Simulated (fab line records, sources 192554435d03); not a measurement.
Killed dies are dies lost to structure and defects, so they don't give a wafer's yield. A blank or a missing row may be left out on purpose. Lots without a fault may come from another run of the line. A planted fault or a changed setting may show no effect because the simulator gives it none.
Which tool did it? | flow n5_finfet | 10 lots, 28 wafers sampled, at 5 steps of a route of 1938

WHAT THE GAUGES READ, wafer by wafer
N5_BEOL_M4_RC_MEAS_101. Usual: DIBL_N 36.1 mV/V, standard deviation 2; DIBL_P 36.3 mV/V, standard deviation 2.4; IOFF_N 0.15 nA/um, standard deviation 0.035; IOFF_P 0.21 nA/um, standard deviation 0.039; ION_N 672 uA/um, standard deviation 15; ION_P 463 uA/um, standard deviation 9.7; SS_N 71.5 mV/dec, standard deviation 0.7; SS_P 73.2 mV/dec, standard deviation 0.75; VT_N 251 mV, standard deviation 3.6; VT_P -250 mV, standard deviation 3.8.
lot  | measured     | on        | DIBL_N (mV/V)  | DIBL_P (mV/V)  | IOFF_N (nA/um) | IOFF_P (nA/um) | ION_N (uA/um) | ION_P (uA/um) | SS_N (mV/dec)  | SS_P (mV/dec)  | VT_N (mV)   | VT_P (mV)      | flag
L384 | day 9 00:01  | prober-02 | 35.3 31.4 32.5 | 37.2 32.2 32.9 | 0.12 0.08 0.08 | 0.16 0.11 0.11 | 675 637 631   | 453 439 434   | 71.4 69.7 70.5 | 73.3 71.6 72.3 | 253 260 261 | -258 -262 -262 |
L386 | day 9 03:31  | prober-02 | 37.0 34.6 35.8 | 38.5 35.6 36.7 | 0.18 0.13 0.16 | 0.27 0.20 0.23 | 695 671 691   | 480 468 478   | 71.8 71.5 70.7 | 74.5 73.2 74.0 | 247 254 248 | -246 -248 -247 |
L387 | day 9 14:43  | prober-02 | 39.7 37.9 37.7 | 39.7 38.4 38.9 | 0.20 0.16 0.17 | 0.22 0.20 0.20 | 671 676 669   | 456 462 453   | 72.8 72.7 72.5 | 74.2 73.3 73.7 | 247 250 249 | -252 -257 -253 |
L389 | day 9 22:32  | prober-02 | 34.1 35.3 35.2 | 33.7 35.3 34.5 | 0.12 0.12 0.12 | 0.15 0.18 0.16 | 684 657 653   | 466 461 458   | 70.5 71.7 71.4 | 72.0 73.2 73.0 | 253 255 254 | -255 -255 -257 |
L395 | day 11 12:26 | prober-02 | 37.0 34.1 35.9 | 37.2 33.6 35.8 | 0.17 0.12 0.15 | 0.24 0.17 0.21 | 696 655 687   | 474 457 474   | 71.3 70.9 70.9 | 72.7 72.2 73.0 | 247 253 252 | -248 -253 -252 |
L396 | day 11 23:55 | prober-01 | 35.3 39.3 34.5 | 35.0 39.7 34.1 | 0.14 0.23 0.14 | 0.22 0.30 0.21 | 673 675 684   | 471 467 477   | 71.3 72.1 70.8 | 72.7 73.5 72.3 | 249 247 248 | -248 -242 -248 |
L398 | day 12 15:20 | prober-02 | 37.7 36.5 33.0 | 37.9 36.8 32.1 | 0.17 0.17 0.10 | 0.25 0.25 0.16 | 685 682 655   | 477 478 458   | 72.1 71.6 70.3 | 73.7 73.6 71.6 | 249 249 259 | -248 -247 -254 |
L399 | day 12 20:33 | prober-02 | 40.0 42.3      | 41.2 42.9      | 0.21 0.26      | 0.27 0.31      | 683 692       | 461 468       | 72.2 73.1      | 74.7 75.0      | 249 243     | -249 -245      |
L400 | day 12 20:45 | prober-01 | 36.2 37.4      | 37.2 38.7      | 0.15 0.18      | 0.19 0.21      | 660 691       | 455 469       | 71.9 71.7      | 73.4 73.3      | 251 248     | -253 -250      |
L404 | day 13 18:54 | prober-02 | 37.6 35.1 38.3 | 36.7 33.4 38.3 | 0.17 0.13 0.19 | 0.24 0.19 0.27 | 673 661 701   | 467 461 481   | 71.1 70.7 71.2 | 74.5 72.1 73.5 | 249 252 247 | -247 -249 -243 |

WHICH TOOL RAN EACH LOT (tool, then ch and the chambers of the sampled wafers, then the start)
lot  | N5_GATE_CUT_ETCHBACK_00           | N5_GATE_CUT_VAPOR_ETCH_60         | N5_GATE_CUT_STRIP_59               | N5_GATE_CUT_HM_DEP_46
L384 | rie_metal-02 ch 0,1, day 5 01:29  | rie_metal-02 ch 0,1, day 5 01:43  | rie_diel-03 ch 0,2,3, day 5 01:53  | pecvd-01 ch 0,1,2, day 5 05:25
L386 | rie_metal-01 ch 0,1, day 5 14:56  | rie_metal-01 ch 0,1, day 5 15:11  | rie_diel-02 ch 1,2,3, day 5 15:25  | pecvd-04 ch 1,2, day 5 18:14
L387 | rie_metal-01 ch 0,1, day 5 22:29  | rie_metal-01 ch 0,1, day 5 22:42  | rie_diel-03 ch 0,1,3, day 5 22:50  | pecvd-01 ch 0,1,2, day 6 01:56
L389 | rie_metal-02 ch 0,1, day 6 05:17  | rie_metal-02 ch 0,1, day 6 05:31  | rie_diel-06 ch 0,1,2, day 6 05:40  | pecvd-04 ch 0,1,2, day 6 08:29
L395 | rie_metal-01 ch 0,1, day 7 21:18  | rie_metal-01 ch 0,1, day 7 21:32  | rie_diel-03 ch 2,3, day 7 21:41    | pecvd-03 ch 0,1,2, day 8 00:31
L396 | rie_metal-01 ch 1, day 8 10:22    | rie_metal-01 ch 1, day 8 10:36    | rie_diel-06 ch 0,1, day 8 10:45    | pecvd-03 ch 0,2, day 8 13:34
L398 | rie_metal-01 ch 1, day 8 20:49    | rie_metal-01 ch 1, day 8 21:03    | rie_diel-03 ch 2,3, day 8 21:17    | pecvd-04 ch 0,1, day 9 00:07
L399 | rie_metal-01 ch 1, day 9 01:26    | rie_metal-01 ch 1, day 9 01:41    | rie_diel-06 ch 1,2, day 9 01:50    | pecvd-01 ch 0,2, day 9 04:38
L400 | rie_metal-01 ch 0,1, day 9 04:05  | rie_metal-01 ch 0,1, day 9 04:19  | rie_diel-02 ch 0,3, day 9 04:28    | pecvd-03 ch 1,2, day 9 07:17
L404 | rie_metal-02 ch 0,1, day 10 03:35 | rie_metal-02 ch 0,1, day 10 03:47 | rie_diel-02 ch 0,2,3, day 10 03:56 | pecvd-04 ch 0,2, day 10 06:44
- N5_GATE_CUT_ETCHBACK_00: etches W in SF6/Cl2.
- N5_GATE_CUT_VAPOR_ETCH_60: etches HfO2 in BCl3/Cl2.
- N5_GATE_CUT_STRIP_59: strips in N2/H2, time 20 s.
- N5_GATE_CUT_HM_DEP_46: deposits SiO2 from TEOS/O2, target thk 130 nm, time 26.6 s.

WHAT THE TOOLS THEMSELVES READ (means of the sampled wafers that have a number; where no wafer has one, the mark that the record gives instead)
N5_GATE_CUT_ETCHBACK_00. Usual: chamber_pressure_mTorr 8.000 mTorr, standard deviation 0.0068; drypump_motor_current_A 5.7 A, standard deviation 0.48; oes_product_au 0.78 a.u., standard deviation 0.074; throttle_valve_pct 27.64 %, standard deviation 0.29.
lot  | tool         | chamber_pressure_mTorr (mTorr) | drypump_motor_current_A (A) | oes_product_au (a.u.) | throttle_valve_pct (%) | flag
L384 | rie_metal-02 | 7.996                          | 6.2                         | 0.80                  | 27.85                  |
L386 | rie_metal-01 | 8.001                          | 5.4                         | 0.78                  | 27.43                  |
L387 | rie_metal-01 | 8.001                          | 5.1                         | 0.80                  | 27.39                  |
L389 | rie_metal-02 | 7.998                          | 6.1                         | 0.80                  | 27.85                  |
L395 | rie_metal-01 | 8.000                          | 5.4                         | 0.77                  | 27.45                  |
L396 | rie_metal-01 | 7.999                          | 4.9                         | 0.80                  | 27.38                  |
L398 | rie_metal-01 | 8.004                          | 4.9                         | 0.80                  | 27.37                  |
L399 | rie_metal-01 | 8.008                          | 4.9                         | 0.81                  | 27.37                  |
L400 | rie_metal-01 | 8.000                          | 5.2                         | 0.79                  | 27.41                  |
L404 | rie_metal-02 | 8.000                          | 6.2                         | 0.76                  | 27.86                  |

N5_GATE_CUT_VAPOR_ETCH_60. Usual: drypump_motor_current_A 5.7 A, standard deviation 0.48; oes_product_au 0.78 a.u., standard deviation 0.074.
lot  | tool         | drypump_motor_current_A (A) | oes_product_au (a.u.) | flag
L384 | rie_metal-02 | 6.2                         | 0.79                  |
L386 | rie_metal-01 | 5.4                         | 0.78                  |
L387 | rie_metal-01 | 5.1                         | 0.80                  |
L389 | rie_metal-02 | 6.2                         | 0.89                  |
L395 | rie_metal-01 | 5.4                         | 0.77                  |
L396 | rie_metal-01 | 4.9                         | 0.80                  |
L398 | rie_metal-01 | 4.9                         | 0.81                  |
L399 | rie_metal-01 | 4.9                         | 0.81                  |
L400 | rie_metal-01 | 5.2                         | 0.78                  |
L404 | rie_metal-02 | 6.2                         | 0.76                  |

N5_GATE_CUT_STRIP_59. Usual: chamber_pressure_mTorr 99.99 mTorr, standard deviation 0.085; drypump_motor_current_A 6.0 A, standard deviation 0.45; oes_product_au 0.80 a.u., standard deviation 0.1; rf_vpp_V 45.3 V, standard deviation 0.87; showerhead_plenum_p_Torr 3.37 Torr, standard deviation 0.092; throttle_valve_pct 12.2 %, standard deviation 0.33.
lot  | tool        | chamber_pressure_mTorr (mTorr) | drypump_motor_current_A (A) | oes_product_au (a.u.) | rf_vpp_V (V) | showerhead_plenum_p_Torr (Torr) | throttle_valve_pct (%) | flag
L384 | rie_diel-03 | 100.07                         | 6.2                         | 0.70                  | 45.1         | 3.42                            | 12.3                   |
L386 | rie_diel-02 | 99.95                          | 6.0                         | 0.81                  | 44.4         | 3.37                            | 12.2                   |
L387 | rie_diel-03 | 100.02                         | 5.9                         | 0.72                  | 45.1         | 3.34                            | 12.4                   |
L389 | rie_diel-06 | 99.91                          | 5.6                         | 0.77                  | 44.9         | 3.39                            | 12.4                   |
L395 | rie_diel-03 | 99.97                          | 6.3                         | 0.88                  | 45.4         | 3.44                            | 12.0                   |
L396 | rie_diel-06 | 99.99                          | 5.9                         | 0.88                  | 44.6         | 3.40                            | 12.2                   |
L398 | rie_diel-03 | 100.01                         | 6.0                         | 0.77                  | 46.1         | 3.45                            | 12.2                   |
L399 | rie_diel-06 | 99.97                          | 5.5                         | 0.85                  | 44.5         | 3.35                            | 12.2                   |
L400 | rie_diel-02 | 99.85                          | 5.8                         | 0.76                  | 44.1         | 3.37                            | 12.0                   |
L404 | rie_diel-02 | 100.02                         | 5.9                         | 0.83                  | 44.8         | 3.36                            | 12.1                   |

N5_GATE_CUT_HM_DEP_46. Usual: heater_power_w 540 W, standard deviation 62; showerhead_plenum_p_Torr 8.34 Torr, standard deviation 0.04; throttle_valve_pct 18.8 %, standard deviation 1.
lot  | tool     | heater_power_w (W) | showerhead_plenum_p_Torr (Torr) | throttle_valve_pct (%) | flag
L384 | pecvd-01 | 500                | 8.35                            | 18.0                   |
L386 | pecvd-04 | 568                | 8.36                            | 18.8                   |
L387 | pecvd-01 | 457                | 8.35                            | 18.2                   |
L389 | pecvd-04 | 544                | 8.33                            | 19.1                   |
L395 | pecvd-03 | 547                | 8.35                            | 19.2                   |
L396 | pecvd-03 | 591                | 8.33                            | 19.6                   |
L398 | pecvd-04 | 585                | 8.36                            | 19.8                   |
L399 | pecvd-01 | 503                | 8.33                            | 18.1                   |
L400 | pecvd-03 | 560                | 8.36                            | 18.5                   |
L404 | pecvd-04 | 546                | 8.31                            | 19.5                   |

THE ANSWER, worked out from the rows above alone
Rule: a lot is off if the mean of its wafers that have a number lies more than 3 standard deviations from the usual mean. A lot without any number at a reading at which 4 lots or more have one is off too. The other lots that the step has rows for count as sound. The gauges are gone through in route order, then the tools' own readings, and for those a lot's mean is taken as printed above. The first step at which some lot is off is used, and at that step the reading that is off furthest; a lot without a number counts as furthest.
No lot is off at any reading shown: from this, nothing can be told.

WHAT THE SIMULATOR HAD PUT IN
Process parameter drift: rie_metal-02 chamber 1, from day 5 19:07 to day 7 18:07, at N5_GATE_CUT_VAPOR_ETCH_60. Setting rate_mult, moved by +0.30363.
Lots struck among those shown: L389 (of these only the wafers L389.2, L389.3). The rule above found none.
